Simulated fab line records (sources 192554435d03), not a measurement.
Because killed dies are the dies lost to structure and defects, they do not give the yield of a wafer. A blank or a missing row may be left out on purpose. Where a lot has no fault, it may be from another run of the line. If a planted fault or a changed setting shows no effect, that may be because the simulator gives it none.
A lot that was struck, set against a sound lot + flow n5 finfet + 13 out of 1938 route steps
Sound: the wafers L128.1, L128.2, L128.6. Wafers L126.2, L126.4 were the ones struck. The cause is named last.
Per side, at each step with rows, come the tool, then ch with its chambers, and then its first start. Under that, the readings that differ: sound wafers + struck wafers + difference of the means + sigmas: that difference in standard deviations of wafers without a fault.
alike: a reading whose means differ by less than 2 such deviations, as well as words and numbers matching on both sides. not compared: withheld readings; readings where some wafer has no value; bounds like >300 that might hide an equal value; numbers whose values overlap and for which the record gives no deviation.
A row with sigmas, a row that says differs or no value, or rows on one side alone: a step with any of these is where the two part. When numbers do not overlap yet have no deviation, they are printed without sigmas and do not part them. Lack of a reading on every wafer of one side parts them only where that side has two or more wafers.

first, 2 steps without rows for these wafers: N5_BEOL_M15_DEVELOP_27 (develop time 45 s); N5_BEOL_M15_HARDBAKE_32 (time 120 s).
N5_BEOL_M15_CD_MEAS_28: the cd target is 407.6 nm.
  sound on cd sem-02 ch 0, day 15 05:50; struck on cd sem-02 ch 0, day 14 17:34
  alike: cd nm
N5_BEOL_M15_OVL_MEAS_29:
  sound on overlay-02 ch 0, day 15 05:52; struck on overlay-02 ch 0, day 14 17:36
  alike: M15_OVL
N5_BEOL_M15_INSPECT_30: inspects for defects (macro).
  sound on defect inspect-01 at day 15 05:53; struck on defect inspect-02 at day 14 17:37
  alike: raw defect count
then, 1 step without rows for these wafers: N5_BEOL_M15_DESCUM_33 (chemistry O2, time 7.9 s).
N5_BEOL_M15_ETCH_61: etches BARC in N2/H2, target depth 89 nm, overetch 26.7 nm, time 67.9 s.
  sound on rie diel-03 ch 0,2,3, day 15 05:58; struck on rie diel-06 ch 1,3, day 14 17:41
  alike: drypump motor current A, oes product au, rf fwd power W, rf vpp V, showerhead plenum p Torr, throttle valve pct
  not compared: rf hours counter h
N5_BEOL_M15_TRENCH_ETCH_34: etches SiO2 in C4F8/O2/Ar, target depth 872.93 nm, time 199 s.
  sound on rie diel-03 ch 0,2,3, day 15 06:01; struck on rie diel-06 ch 1,3, day 14 17:44
  alike: drypump motor current A, oes product au, rf fwd power W, rf vpp V, showerhead plenum p Torr, throttle valve pct
  not compared: rf hours counter h
N5_BEOL_M15_STRIP_36: strips in O2.
  sound on rie diel-05 ch 1,3, day 15 08:38; struck on rie diel-06 ch 0,3, day 14 18:06
  alike: drypump motor current A, oes product au, rf vpp V, showerhead plenum p Torr, throttle valve pct
  not compared: rf hours counter h
N5_BEOL_M15_STRIP_62: strips in O2.
  sound: rie diel-05 ch 1,3; struck: rie diel-06 ch 0,3
  alike: drypump motor current A, oes product au, rf vpp V, showerhead plenum p Torr, throttle valve pct
  not compared: rf hours counter h
N5_BEOL_M15_STRIP_37: strips in O2.
  sound: rie diel-05 ch 1,3; struck: rie diel-06 ch 0,3
  alike: drypump motor current A, oes product au, rf vpp V, showerhead plenum p Torr, throttle valve pct
  not compared: rf hours counter h
N5_BEOL_M15_ETCH_38: etches SiCN in CF4/N2, target depth 106.4 nm, time 120.5 s.
  sound on rie diel-05 ch 1,3, day 15 08:45; struck on rie diel-06 ch 0,3, day 14 18:13
| reading                  | sound            | struck      | difference | sigmas |
|--------------------------|------------------|-------------|------------|--------|
| model.etch.depth nm (nm) | 96.5 94.13 94.21 | 123.4 129.2 | +31.4      |        |
  alike: drypump motor current A, oes product au, rf fwd power W, rf vpp V, showerhead plenum p Torr, throttle valve pct
  not compared: rf hours counter h
then, 1 step without rows for these wafers: N5_BEOL_M15_PRECLEAN_39 (cleans in residue remover, time 60 s).

WHERE THEY PART
Nowhere in this record.

WHY: the cause the simulator had injected
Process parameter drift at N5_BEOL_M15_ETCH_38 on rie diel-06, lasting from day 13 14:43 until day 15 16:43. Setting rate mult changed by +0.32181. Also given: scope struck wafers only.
